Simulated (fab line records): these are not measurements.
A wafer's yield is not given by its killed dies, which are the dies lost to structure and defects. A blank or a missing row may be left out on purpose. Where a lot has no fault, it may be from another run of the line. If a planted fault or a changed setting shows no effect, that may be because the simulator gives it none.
fab line records ; flow n5-finfet
[record] lots = 7; wafers = 39
route steps=1938 shown FIN_SAQP@96
start-h: hours from the record's first day to the start of the lot's first wafer shown ; wait-h: hours since the lot's step before ; " the same as in the row above ; L1.1+2: a row that stands for several wafers ; - no value, or no start was given ; * or withheld: withheld ; < > ~ a bound
route shown NAME@n: names a module that has steps shown in the file, with the first one's number in the route ; usual: mean/standard deviation of fault-free wafers ; same: alike in all rows ; chamber/n: place in a boat ; sites: each site's reading ; _std_site: standard deviation across them ; _edge_site: inner sites' mean taken away from outer sites' mean ; radius-mm: how far each site lies from the wafer's centre ; mask NAME#n: copy n ; behind: the last tool/chamber to shape the wafer ; hold: the reason the lot was held/the length of the hold in hours/how it ended ; device: whichever transistor did not switch (one of n, p or np) ; end of line: tests of these same wafers at the route's end ; step lacking rows: just its recipe ; killed: not the wafer's yield, but the dies lost to structure and defects at the first sort ; map: a wafer's dies, x killed, . not, _ none there
set.NAME: the setting that was run; set.NAME@STEP: the one run at that earlier step ; model.NAME: the simulator's own value behind a step, which no gauge read
lots run with intentionally changed settings; tables by step, rows by wafer
[[steps]]
[step N5_FIN_SAQP_HM_DEP_03]
[recipe] material = SiNx; target-thk-a = 380; temp-c = 400; precursor = SiH4/NH3/N2; pressure-torr = 1.5; rf-w = 300; time-s = 33.6
lot.wafer;tool;chamber;start-h;wait-h;set.target-thk-a;model.SiNx_of_FIN_SAQP_HM_DEP_03.thk-nm
L083.1;pecvd-01;2;74.91;0.2;430.8;42.5
L083.2;pecvd-01;1;74.91;0.2;380;36.82
L083.3;pecvd-01;0;74.91;0.2;380;38.21
L083.4;pecvd-01;2;74.91;0.2;430.8;43.56
L083.5;pecvd-01;0;74.91;0.2;380;38.34
L083.6;pecvd-01;1;74.91;0.2;430.8;42.52
L084.1;pecvd-01;2;81.14;0.2;380;37.39
L084.2;pecvd-01;0;81.14;0.2;338.7;34.23
L084.3;pecvd-01;1;81.14;0.2;380;37.09
L084.4;pecvd-01;1;81.14;0.2;380;37.3
L084.5;pecvd-01;0;81.14;0.2;338.7;34.44
L084.6;pecvd-01;2;81.14;0.2;338.7;33.75
L086.1;pecvd-03;1;93.81;0.2;380;38
L086.2;pecvd-03;2;93.81;0.2;380;37.57
L086.3;pecvd-03;0;93.81;0.2;401.6;40.18
L086.4;pecvd-03;0;93.81;0.2;401.6;41.32
L086.5;pecvd-03;1;93.81;0.2;401.6;40.46
L086.6;pecvd-03;2;93.81;0.2;380;38.08
L087.1;pecvd-01;2;99.16;0.2;347.6;33.7
L087.2;pecvd-01;0;99.16;0.2;380;38
L087.3;pecvd-01;1;99.16;0.2;347.6;33.51
L087.4;pecvd-01;0;99.16;0.2;347.6;35.38
L087.5;pecvd-01;1;99.16;0.2;380;37.16
L087.6;pecvd-01;2;99.16;0.2;380;37.87
L091.1;pecvd-02;1;122.64;0.2;380;38.08
L091.3;pecvd-02;2;122.64;0.2;380;37.82
L091.5;pecvd-02;1;122.64;0.2;380;38.36
L095.1;pecvd-03;1;146.88;0.2;400.3;39.59
L095.2;pecvd-03;2;146.88;0.2;380;37.48
L095.3;pecvd-03;0;146.88;0.2;400.3;40.79
L095.4;pecvd-03;0;146.88;0.2;380;39.01
L095.5;pecvd-03;1;146.88;0.2;400.3;40.84
L095.6;pecvd-03;2;146.88;0.2;380;37.96
L096.1;pecvd-03;2;153.63;0.2;380;37.55
L096.2;pecvd-03;1;153.63;0.2;380;38.61
L096.3;pecvd-03;0;153.63;0.2;329.6;34.24
L096.4;pecvd-03;1;153.63;0.2;329.6;33.99
L096.5;pecvd-03;0;153.63;0.2;329.6;34.53
L096.6;pecvd-03;2;153.63;0.2;380;38.5
[step N5_FIN_SAQP_THK_MEAS_05]
[usual] thk-nm = 37.9/0.62
lot.wafer;tool;chamber;start-h;wait-h;set.target-thk-a@FIN_SAQP_HM_DEP_03;thk-nm
L083.1;film-metro-01;-;75.00;0.1;430.8;42.5
L083.2;film-metro-01;-;75.00;0.1;380;36.8
L083.3;film-metro-01;-;75.00;0.1;380;38.2
L083.4;film-metro-01;-;75.00;0.1;430.8;43.6
L083.5;film-metro-01;-;75.00;0.1;380;38.4
L083.6;film-metro-01;-;75.00;0.1;430.8;42.5
L084.1;film-metro-02;-;81.23;0.1;380;37.5
L084.2;film-metro-02;-;81.23;0.1;338.7;34.2
L084.3;film-metro-02;-;81.23;0.1;380;37.1
L084.4;film-metro-02;-;81.23;0.1;380;37.3
L084.5;film-metro-02;-;81.23;0.1;338.7;34.4
L084.6;film-metro-02;-;81.23;0.1;338.7;33.7
L086.1;film-metro-02;-;93.89;0.1;380;38.0
L086.2;film-metro-02;-;93.89;0.1;380;37.6
L086.3;film-metro-02;-;93.89;0.1;401.6;40.2
L086.4;film-metro-02;-;93.89;0.1;401.6;41.3
L086.5;film-metro-02;-;93.89;0.1;401.6;40.4
L086.6;film-metro-02;-;93.89;0.1;380;38.0
L087.1;film-metro-01;-;99.25;0.1;347.6;33.7
L087.2;film-metro-01;-;99.25;0.1;380;38.0
L087.3;film-metro-01;-;99.25;0.1;347.6;33.5
L087.4;film-metro-01;-;99.25;0.1;347.6;35.4
L087.5;film-metro-01;-;99.25;0.1;380;37.1
L087.6;film-metro-01;-;99.25;0.1;380;37.8
L091.1;film-metro-01;-;122.73;0.1;380;38.1
L091.3;film-metro-01;-;122.73;0.1;380;37.8
L091.5;film-metro-01;-;122.73;0.1;380;38.4
L095.1;film-metro-02;-;146.97;0.1;400.3;39.6
L095.2;film-metro-02;-;146.97;0.1;380;37.5
L095.3;film-metro-02;-;146.97;0.1;400.3;40.8
L095.4;film-metro-02;-;146.97;0.1;380;39.0
L095.5;film-metro-02;-;146.97;0.1;400.3;40.8
L095.6;film-metro-02;-;146.97;0.1;380;38.0
L096.1;film-metro-01;-;153.72;0.1;380;37.5
L096.2;film-metro-01;-;153.72;0.1;380;38.6
L096.3;film-metro-01;-;153.72;0.1;329.6;34.2
L096.4;film-metro-01;-;153.72;0.1;329.6;34.0
L096.5;film-metro-01;-;153.72;0.1;329.6;34.5
L096.6;film-metro-01;-;153.72;0.1;380;38.5
[step N5_FIN_SAQP_PECVD_47]
[recipe] material = a-Si; target-thk-a = 450; temp-c = 400; precursor = SiH4/He; pressure-torr = 3; rf-w = 100; time-s = 36.3
[step N5_FIN_SAQP_PECVD_48]
[recipe] material = SiNx; target-thk-a = 250; temp-c = 400; precursor = SiH4/NH3/N2; pressure-torr = 1.5; rf-w = 300; time-s = 22.1
[step N5_FIN_SAQP_MANDREL2_REMOVE_60]
[recipe] chemistry = HBr/Cl2/O2; bt-time-s = 10; target = a-Si; stop-on = SiNx; endpoint = OES-SiCl; over-etch-frac = 1; icp-w = 600; bias-w = 22; HBr_flow_sccm = 150; Cl2_flow_sccm = 80; O2_flow_sccm = 5; pressure-mtorr = 10
[step N5_FIN_SAQP_HM_OPEN_33]
[recipe] chemistry = CH3F/O2; target = SiNx; mask-material = SiO2; target-depth-a = 494; time-s = 70.6; pressure-mtorr = 30; source-w = 395; bias-w = 73; Ar_flow_sccm = 150; CH3F_flow_sccm = 30; O2_flow_sccm = 20; ion-energy-ev = 120; ends = cleared
lot.wafer;tool;chamber;start-h;wait-h;set.target-thk-a@FIN_SAQP_HM_DEP_03;model.etch.depth-nm
L083.1;rie-diel-05;2;79.79;0.0;430.8;41.66
L083.2;rie-diel-05;0;79.79;0.0;380;36.19
L083.3;rie-diel-05;1;79.79;0.0;380;37.58
L083.4;rie-diel-05;3;79.79;0.0;430.8;42.93
L083.5;rie-diel-05;1;79.79;0.0;380;37.71
L083.6;rie-diel-05;0;79.79;0.0;430.8;41.69
L084.1;rie-diel-05;3;86.09;0.0;380;36.41
L084.2;rie-diel-05;0;86.09;0.0;338.7;33.6
L084.3;rie-diel-05;2;86.09;0.0;380;36.47
L084.4;rie-diel-05;1;86.09;0.0;380;36.46
L084.5;rie-diel-05;0;86.09;0.0;338.7;33.59
L084.6;rie-diel-05;3;86.09;0.0;338.7;33.13
L086.1;rie-diel-03;0;98.82;0.3;380;37.37
L086.2;rie-diel-03;3;98.82;0.3;380;36.62
L086.3;rie-diel-03;2;98.82;0.3;401.6;39.56
L086.4;rie-diel-03;2;98.82;0.3;401.6;40.49
L086.5;rie-diel-03;3;98.82;0.3;401.6;39.84
L086.6;rie-diel-03;0;98.82;0.3;380;37.45
L087.1;rie-diel-01;3;103.67;0.0;347.6;33.07
L087.2;rie-diel-01;2;103.67;0.0;380;37.3
L087.3;rie-diel-01;1;103.67;0.0;347.6;32.88
L087.4;rie-diel-01;0;103.67;0.0;347.6;34.6
L087.5;rie-diel-01;3;103.67;0.0;380;36.53
L087.6;rie-diel-01;0;103.67;0.0;380;37.24
L091.1;rie-diel-05;2;127.26;0.0;380;37.3
L091.3;rie-diel-05;1;127.26;0.0;380;37.19
L091.5;rie-diel-05;1;127.26;0.0;380;37.58
L095.1;rie-diel-05;3;153.15;0.0;400.3;38.96
L095.2;rie-diel-05;2;153.15;0.0;380;36.85
L095.3;rie-diel-05;0;153.15;0.0;400.3;39.84
L095.4;rie-diel-05;1;153.15;0.0;380;38.18
L095.5;rie-diel-05;3;153.15;0.0;400.3;40.21
L095.6;rie-diel-05;0;153.15;0.0;380;37.13
L096.1;rie-diel-03;2;158.53;0.1;380;36.92
L096.2;rie-diel-03;3;158.53;0.1;380;37.98
L096.3;rie-diel-03;1;158.53;0.1;329.6;33.29
L096.4;rie-diel-03;0;158.53;0.1;329.6;33.16
L096.5;rie-diel-03;3;158.53;0.1;329.6;33.9
L096.6;rie-diel-03;0;158.53;0.1;380;37.55
[step N5_FIN_SAQP_ETCH_34]
[recipe] chemistry = C4F6/O2; target = SiO2; target-depth-a = 450; time-s = 15; ion-energy-ev = 250; pressure-mtorr = 30; source-w = 345; bias-w = 185; Ar_flow_sccm = 300; C4F6_flow_sccm = 10; O2_flow_sccm = 10; ends = cleared
[step N5_FIN_SAQP_STRIP_77]
[recipe] chemistry = N2/H2; time-s = 90; power-w = 100; temp-c = 40; pressure-mtorr = 100; rf-frequency-hz = 6e+07; bias-power-w = 3; n2-flow-sccm = 300; h2-flow-sccm = 300
[step N5_FIN_SAQP_ETCH_64]
[recipe] chemistry = CF4; target = SiO2; target-depth-a = 15; ion-energy-ev = 350; pressure-mtorr = 10; icp-w = 800; bias-w = 400; cf4-flow-sccm = 80
[step N5_FIN_SAQP_FIN_ETCH_36]
[recipe] chemistry = HBr/Cl2/O2; target-depth-a = 1200; mask-material = SiNx; time-s = 50.4; bias-w = 102; pressure-mtorr = 10; icp-w = 800; HBr_flow_sccm = 150; Cl2_flow_sccm = 80; O2_flow_sccm = 12
lot.wafer;tool;chamber;start-h;wait-h;set.target-thk-a@FIN_SAQP_HM_DEP_03;model.SiNx_of_FIN_SAQP_HM_DEP_03.thk-nm
L083.1;rie-si-04;3;80.07;0.0;430.8;25.6
L083.2;rie-si-04;2;80.07;0.0;380;19.2
L083.3;rie-si-04;1;80.07;0.0;380;20.8
L083.4;rie-si-04;0;80.07;0.0;430.8;27
L083.5;rie-si-04;2;80.07;0.0;380;20.6
L083.6;rie-si-04;3;80.07;0.0;430.8;25.8
L084.1;rie-si-04;3;86.38;0.0;380;20.2
L084.2;rie-si-04;0;86.38;0.0;338.7;17.6
L084.3;rie-si-04;2;86.38;0.0;380;19.4
L084.4;rie-si-04;1;86.38;0.0;380;19.6
L084.5;rie-si-04;0;86.38;0.0;338.7;17.4
L084.6;rie-si-04;3;86.38;0.0;338.7;16.8
L086.1;rie-si-04;2;99.10;0.0;380;20.2
L086.2;rie-si-04;1;99.10;0.0;380;19.6
L086.3;rie-si-04;0;99.10;0.0;401.6;23.4
L086.4;rie-si-04;3;99.10;0.0;401.6;24.4
L086.5;rie-si-04;2;99.10;0.0;401.6;22.8
L086.6;rie-si-04;1;99.10;0.0;380;20.4
L087.1;rie-si-03;0;103.96;0.0;347.6;16.4
L087.2+6;rie-si-03;2;103.96;0.0;380;21.8
L087.3;rie-si-03;3;103.96;0.0;347.6;17
L087.4;rie-si-03;1;103.96;0.0;347.6;18.2
L087.5;rie-si-03;3;103.96;0.0;380;20.6
L091.1;rie-si-04;3;127.55;0.0;380;21.2
L091.3;rie-si-04;0;127.55;0.0;380;21
L091.5;rie-si-04;1;127.55;0.0;380;20.8
L095.1;rie-si-04;1;153.43;0.0;400.3;22.4
L095.2;rie-si-04;2;153.43;0.0;380;19.8
L095.3;rie-si-04;3;153.43;0.0;400.3;23.8
L095.4;rie-si-04;0;153.43;0.0;380;22
L095.5;rie-si-04;2;153.43;0.0;400.3;23.2
L095.6;rie-si-04;1;153.43;0.0;380;20.6
L096.1;rie-si-05;2;158.81;0.0;380;20.6
L096.2;rie-si-05;0;158.81;0.0;380;21.8
L096.3+4;rie-si-05;3,1;158.81;0.0;329.6;17.2
L096.5;rie-si-05;3;158.81;0.0;329.6;17.8
L096.6;rie-si-05;2;158.81;0.0;380;21
[step N5_FIN_SAQP_PRECLEAN_38]
[recipe] chemistry = O3/DIW; time-s = 45; temp-c = 22; o3-ppm = 10
[step N5_FIN_SAQP_PRECLEAN_45]
[recipe] chemistry = dHF; time-s = 10; dilution = 500:1; temp-c = 25
lot.wafer;tool;chamber;start-h;wait-h;set.target-thk-a@FIN_SAQP_HM_DEP_03;model.SiNx_of_FIN_SAQP_HM_DEP_03.thk-nm
L083.1+6;wet-bench-01;7,0;80.25;0.0;430.8;25.6
L083.2;wet-bench-01;1;80.25;0.0;380;19.2
L083.3+5;wet-bench-01;4,2;80.25;0.0;380;20.6
L083.4;wet-bench-01;3;80.25;0.0;430.8;26.8
L084.1;wet-bench-01;3;86.57;0.0;380;20
L084.2+5;wet-bench-01;1,5;86.57;0.0;338.7;17.4
L084.3;wet-bench-01;0;86.57;0.0;380;19.2
L084.4;wet-bench-01;4;86.57;0.0;380;19.4
L084.6;wet-bench-01;2;86.57;0.0;338.7;16.8
L086.1;wet-bench-06;3;99.28;0.0;380;20.2
L086.2;wet-bench-06;0;99.28;0.0;380;19.6
L086.3;wet-bench-06;7;99.28;0.0;401.6;23.2
L086.4;wet-bench-06;6;99.28;0.0;401.6;24.2
L086.5;wet-bench-06;2;99.28;0.0;401.6;22.6
L086.6;wet-bench-06;1;99.28;0.0;380;20.4
L087.1;wet-bench-01;3;104.13;0.0;347.6;16.4
L087.2+6;wet-bench-01;6,4;104.13;0.0;380;21.6
L087.3;wet-bench-01;7;104.13;0.0;347.6;16.8
L087.4;wet-bench-01;5;104.13;0.0;347.6;18
L087.5;wet-bench-01;0;104.13;0.0;380;20.4
L091.1;wet-bench-04;4;127.72;0.0;380;21.2
L091.3;wet-bench-04;2;127.72;0.0;380;20.8
L091.5;wet-bench-04;1;127.72;0.0;380;20.6
L095.1;wet-bench-06;1;153.61;0.0;400.3;22.2
L095.2;wet-bench-06;4;153.61;0.0;380;19.8
L095.3;wet-bench-06;7;153.61;0.0;400.3;23.8
L095.4;wet-bench-06;5;153.61;0.0;380;21.8
L095.5;wet-bench-06;6;153.61;0.0;400.3;23
L095.6;wet-bench-06;0;153.61;0.0;380;20.6
L096.1;wet-bench-04;2;158.99;0.0;380;20.4
L096.2;wet-bench-04;3;158.99;0.0;380;21.6
L096.3+4;wet-bench-04;1,6;158.99;0.0;329.6;17
L096.5;wet-bench-04;7;158.99;0.0;329.6;17.6
L096.6;wet-bench-04;0;158.99;0.0;380;21
[[key]]
[split] step = N5_FIN_SAQP_HM_DEP_03; setting = target-thk-a; stated = 380; by = wafer
[response] step = N5_FIN_SAQP_HM_DEP_03; reading = model.SiNx_of_FIN_SAQP_HM_DEP_03.thk-nm; change = +0.349; per = 1%; r = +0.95
[response] step = N5_FIN_SAQP_THK_MEAS_05; reading = thk-nm; change = *; per = 1%; r = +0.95
[response] step = N5_FIN_SAQP_HM_OPEN_33; reading = model.etch.depth-nm; change = +0.347; per = 1%; r = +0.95
[response] step = N5_FIN_SAQP_FIN_ETCH_36; reading = model.SiNx_of_FIN_SAQP_HM_DEP_03.thk-nm; change = +0.369; per = 1%; r = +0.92
[response] step = N5_FIN_SAQP_PRECLEAN_45; reading = model.SiNx_of_FIN_SAQP_HM_DEP_03.thk-nm; change = +0.363; per = 1%; r = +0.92
